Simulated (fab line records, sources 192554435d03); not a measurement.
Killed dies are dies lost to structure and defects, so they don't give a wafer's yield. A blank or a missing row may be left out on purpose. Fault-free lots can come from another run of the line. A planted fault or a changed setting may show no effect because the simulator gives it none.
A struck lot beside a sound one    flow n5_finfet    16 steps out of a route of 1938
Sound: the wafers L992.1, L992.5, L992.6. Struck: wafers L991.2, L991.3, L991.4. The cause is named last.
Order at every step that has rows: each side's tool, ch and its chambers, its first start. Under that, the readings that differ: sound wafers    struck wafers    difference of the means    sigmas: that difference in standard deviations of wafers without a fault.
alike: a reading whose means differ by less than 2 such deviations, as well as words and numbers matching on both sides. not compared: withheld readings; readings where some wafer has no value; bounds like >300 that might hide an equal value; numbers whose values overlap and for which the record gives no deviation.
The two part at a step that has a row with sigmas, a row that says differs or no value, or rows on one side only. Non-overlapping numbers with no deviation appear without sigmas and do not part them. A reading that every wafer of one side lacks parts them only if that side has two wafers or more.

first, 9 steps without rows for these wafers: N5_BEOL_M4_SOFTBAKE_23 (time 60 s); N5_BEOL_M4_EXPOSE_25 (exposes mask V3, defocus 5 nm); N5_BEOL_M4_PEB_26 (peb time 60 s); N5_BEOL_M4_DEVELOP_27 (develop time 30 s); N5_BEOL_M4_DESCUM_33 (chemistry O2, time 7 s); N5_BEOL_M4_ETCH_77 (etches underlayer in N2/H2, target depth 6.5 nm, time 5.2 s); N5_BEOL_M4_ETCH_69 (etches SiARC in CF4, target depth 15.6 nm, time 26 s); N5_BEOL_M4_ALD_98 (deposits SiO2, target thk 2.5 nm, pulse time 1 s, co reactant pulse time 1 s); N5_BEOL_M4_ETCHBACK_99 (etches SiO2 in CHF3, target depth 5 nm, time 10.4 s).
N5_BEOL_M4_ETCH_70: etches SOC in N2/H2, target depth 80 nm, overetch 24 nm, time 130 s.
  sound on rie_diel-05 ch 1,2, day 13 01:56; struck on rie_diel-02 ch 0,1,2, day 12 12:19
  no value came back on the struck wafers for any of 7 readings (bias_w (W), chamber_pressure_mTorr (mTorr) and others); on the sound wafers bias_w (W) reads 149.6 149.1 150.3
reading                                          sound        struck          difference  sigmas
model.CAR-EUV_of_BEOL_M4_COAT_22.thk_nm (nm)     0 0 0        10.4 10.4 10.6  +10.5       
model.SiARC_of_BEOL_M4_COAT_68.thk_nm (nm)       5.6 5.6 5.8  12 12 12        +6          
model.underlayer_of_BEOL_M4_COAT_76.thk_nm (nm)  0 0 0        5 5 5           +5          
  not compared: rf_hours_counter_h
then, 2 steps without rows for these wafers: N5_BEOL_M4_STRIP_71 (strips in N2/H2); N5_BEOL_M4_STRIP_78 (strips in N2/H2).
N5_BEOL_M4_VIA_ETCH_34: etches the open film in C4F6/O2, target depth 69.4 nm, time 65.9 s.
  sound on rie_diel-05 ch 1,2, day 13 02:02; struck on rie_diel-02 ch 0,1,2, day 12 12:25
reading                sound              struck               difference  sigmas
C4F6_flow_sccm (sccm)  9.962 9.955 9.973  9.984 10.074 10.003  +0.057      +2
oes_product_au (a.u.)  0.86 0.86 0.67     0.31 0.31 0.28       -0.50       -6
  alike: O2_flow_sccm, drypump_motor_current_A, rf_vpp_V, showerhead_plenum_p_Torr, throttle_valve_pct
  not compared: rf_hours_counter_h
then, 1 step without rows for these wafers: N5_BEOL_M4_STRIP_83 (strips in C4F6/O2).
N5_BEOL_M4_RC_MEAS_101:
  the record has rows for the sound wafers here (prober-02 ch 0, day 13 06:40) and none for the struck ones
-- the record jumps here: 5 days lie between the struck wafers' starts before and after (it left off in module BEOL_M4 and takes up again in module PASSIVATION, whose first step shown is number 1936 of the route) --
N5_PASSIVATION_PROBE_49:
  sound on prober-01, day 18 02:43; struck on prober-02, day 17 15:00
reading                   sound           struck          difference  sigmas
defect_limited_yield (%)  91.4 90.3 91.9  0 0 0           -91         -61
killed_at_M4_up           17 12 11        1062 1070 1062  +1051       +99 or more
killed_dies               101 114 95      1180 1180 1180  +1077       +60
killed_on_rim             17 16 9         152 152 152     +138        +34
killed_short              29 37 30        49 50 46        +16         +2
sort_bin_5_function (%)   3.6 5.3 5.4     95.1 95.6 95.3  +90.6       +91
sort_n_pass               1079 1066 1085  0 0 0           -1077       -60
sort_yield_pct (%)        91.4 90.3 91.9  0 0 0           -91         -61
  alike: killed_at_M0_to_M3, killed_at_contacts, killed_at_front_end, killed_at_other, killed_open, sort_bin_6_memory

WHERE THEY PART
At N5_BEOL_M4_ETCH_70 first; at N5_PASSIVATION_PROBE_49 last (within this record only).

WHY: what had been put in by the simulator
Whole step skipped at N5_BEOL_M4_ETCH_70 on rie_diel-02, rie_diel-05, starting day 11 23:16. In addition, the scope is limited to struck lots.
